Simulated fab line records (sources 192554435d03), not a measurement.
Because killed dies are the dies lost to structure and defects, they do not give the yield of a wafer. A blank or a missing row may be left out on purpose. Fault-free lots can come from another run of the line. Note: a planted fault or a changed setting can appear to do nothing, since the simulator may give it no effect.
Which tool did it? ; flow n5Finfet ; Sampling: 9 lots, 27 wafers, 4 of 1938 route steps

== WHAT THE GAUGES READ, wafer by wafer ==
N5_BEOL_M4_RC_MEAS_101.
lot;measured;on;CJ_P
L290;day 8 10:26;prober-01;5.66 5.79 6.11
L292;day 9 00:46;prober-02;5.67 5.71 6.04
L293;day 9 02:31;prober-02;5.71 6.08 6.10
L294;day 9 08:15;prober-02;5.83 5.58 5.77
L300;day 11 02:02;prober-02;1.30 1.29 1.29
L303;day 11 09:05;prober-01;1.30 1.31 1.31
L306;day 12 03:40;prober-01;5.67 5.51 5.29
L308;day 12 22:44;prober-02;5.69 5.81 5.67
L310;day 13 07:38;prober-01;5.82 5.57 5.68

== TOOL THAT RAN EACH LOT (tool first, then ch and the chambers of the sampled wafers, then the start) ==
lot;N5_WELL_APT_DESCUM_30;N5_WELL_APT_EPI_41;N5_PMOS_HMC_CHANNEL_EPI_ETCH_38
L290;rieDiel-04 ch 0,1,3, day 2 03:04;epiRpcvd-01 ch 0, day 2 04:26;rieSi-04 ch 1,2,3, day 2 05:59
L292;rieDiel-04 ch 0,2,3, day 2 15:12;epiRpcvd-03 ch 0, day 2 16:12;rieSi-04 ch 0,1,3, day 2 17:43
L293;rieDiel-06 ch 0,3, day 2 21:07;epiRpcvd-01 ch 0, day 2 22:20;rieSi-02 ch 0,1,2, day 2 23:47
L294;rieDiel-05 ch 0,2, day 3 03:31;epiRpcvd-03 ch 0, day 3 04:37;rieSi-02 ch 0,3, day 3 06:00
L300;rieDiel-04 ch 0,3, day 4 15:17;epiRpcvd-03 ch 0, day 4 16:26;rieSi-05 ch 0,2,3, day 4 18:16
L303;rieDiel-06 ch 0,1,3, day 5 09:13;epiRpcvd-03 ch 0, day 5 10:20;rieSi-04 ch 0,1,2, day 5 12:26
L306;rieDiel-04 ch 0,1,3, day 6 03:17;epiRpcvd-01 ch 0, day 6 04:17;rieSi-02 ch 0,1, day 6 05:57
L308;rieDiel-04 ch 0,2, day 6 15:35;epiRpcvd-04 ch 0, day 6 16:47;rieSi-05 ch 1,2,3, day 6 18:53
L310;rieDiel-04 ch 1,2, day 7 03:25;epiRpcvd-04 ch 0, day 7 04:52;rieSi-05 ch 0,1, day 7 06:10
- N5_WELL_APT_DESCUM_30: chemistry O2, time 7.9 s.
- N5_WELL_APT_EPI_41: deposits Si from SiH4/H2, target thk 50 nm, time 297.7 s.
- N5_PMOS_HMC_CHANNEL_EPI_ETCH_38: etches SiO2 in CF4, target depth 1.5 nm.

== THE ANSWER, worked out from the rows above alone ==
Rule: the usual values come from the lots themselves. The widest of any qualifying gaps counts: lots, ordered by their means at a reading, are off when they make up no more than a third of the lots, leave a main group of 4 or more, and stand apart from it by 3 or more times the standard deviation of that group's means. A main group is skipped when, at the precision printed for the reading in the tables above, its means are all equal. A lot without any number at a reading at which 4 lots or more have one is off too. The other lots that the step has rows for count as sound.
Off: L300, L303, at N5_BEOL_M4_RC_MEAS_101 (CJ_P). Main group: mean 5.75, sd 0.14.
A tool fits if, at a process step before that reading, it ran every lot that is off, and no sound lot after the first of them. The gauges at N5_BEOL_M4_RC_MEAS_101 are tried like those tools. One candidate fits, namely epiRpcvd-03 at N5_WELL_APT_EPI_41. A fault onset in the window from L294 (day 3 04:37, its last sound lot) to L300 (day 4 16:26, its first lot off) fits.

== WHAT THE SIMULATOR HAD INSERTED ==
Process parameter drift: epiRpcvd-03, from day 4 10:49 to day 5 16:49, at N5_WELL_APT_EPI_41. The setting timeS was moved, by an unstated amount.
Shown lots that were struck: L300, L303. The rule given above showed the same thing.
